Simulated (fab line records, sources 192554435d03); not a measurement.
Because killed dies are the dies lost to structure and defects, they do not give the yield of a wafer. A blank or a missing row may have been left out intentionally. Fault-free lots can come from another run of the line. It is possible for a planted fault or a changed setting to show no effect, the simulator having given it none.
Chamber matching	flow n5_finfet	N5_FIN_SAQP_DESCUM_21 on rie_diel-06 has 3 sister chambers
The step chemistry O2, time 7.9 s. 16 wafers are shown with their chamber, then 7 later ones without.

WAFERS, EACH WITH ITS CHAMBER
wafer	chamber	showerhead_plenum_p_Torr (Torr)	drypump_motor_current_A (A)	throttle_valve_pct (%)
L081.3	1	2.23	6.5	20.27
L081.5	3	1.99	6.6	20.02
L081.6	1	2.23	6.4	20.28
L083.1	2	2.02	5.6	20.38
L083.4	2	2.02	5.6	20.39
L083.5	3	1.99	6.6	20.05
L085.3	2	2.01	5.6	20.38
L085.5	2	2.01	5.6	20.40
L085.6	1	2.23	6.5	20.31
L086.1	2	2.01	5.6	20.39
L086.5	1	2.23	6.4	20.31
L086.6	2	2.01	5.7	20.37
L087.1	1	2.23	6.4	20.31
L087.2	2	2.01	5.6	20.39
L087.3	3	1.98	6.6	20.05
L090.2	1	2.22	6.5	20.32

SIGNATURES, as means of the wafers listed above
reading	chamber 1	chamber 2	chamber 3	scatter within a chamber
showerhead_plenum_p_Torr	2.2283	2.0129	1.9867	0.00475
drypump_motor_current_A	6.450	5.614	6.600	0.0426
throttle_valve_pct	20.3000	20.3857	20.0400	0.0156
Rule: a wafer's distance from a chamber is the root of the sum, over the readings, of the square of ((its reading less the chamber's mean) divided by the reading's scatter). The wafer belongs to the nearest chamber; if the next one is less than 2 further off, it can't be placed. The scatter is the square root of a quotient: the sum, over the shown wafers, of each reading's squared deviation from its chamber's mean, divided by wafers minus chambers.

WAFERS WITHOUT THEIR CHAMBER
wafer	showerhead_plenum_p_Torr (Torr)	drypump_motor_current_A (A)	throttle_valve_pct (%)
L090.3	2.01	5.6	20.41
L090.6	1.98	6.6	20.07
L091.1	2.22	6.4	20.31
L091.2	1.98	6.6	20.07
L091.3	2.01	5.6	20.41
L093.1	2.22	6.4	20.35
L093.5	2.22	6.4	20.33

THE CHAMBER EACH PASSED THROUGH
wafer	from the rows above	in truth
L090.3	2	2
L090.6	3	3
L091.1	1	1
L091.2	3	3
L091.3	2	2
L093.1	1	1
L093.5	1	1
Placed correctly: 7 of 7. Left unplaced by these rows: 0. Wrongly placed: 0.
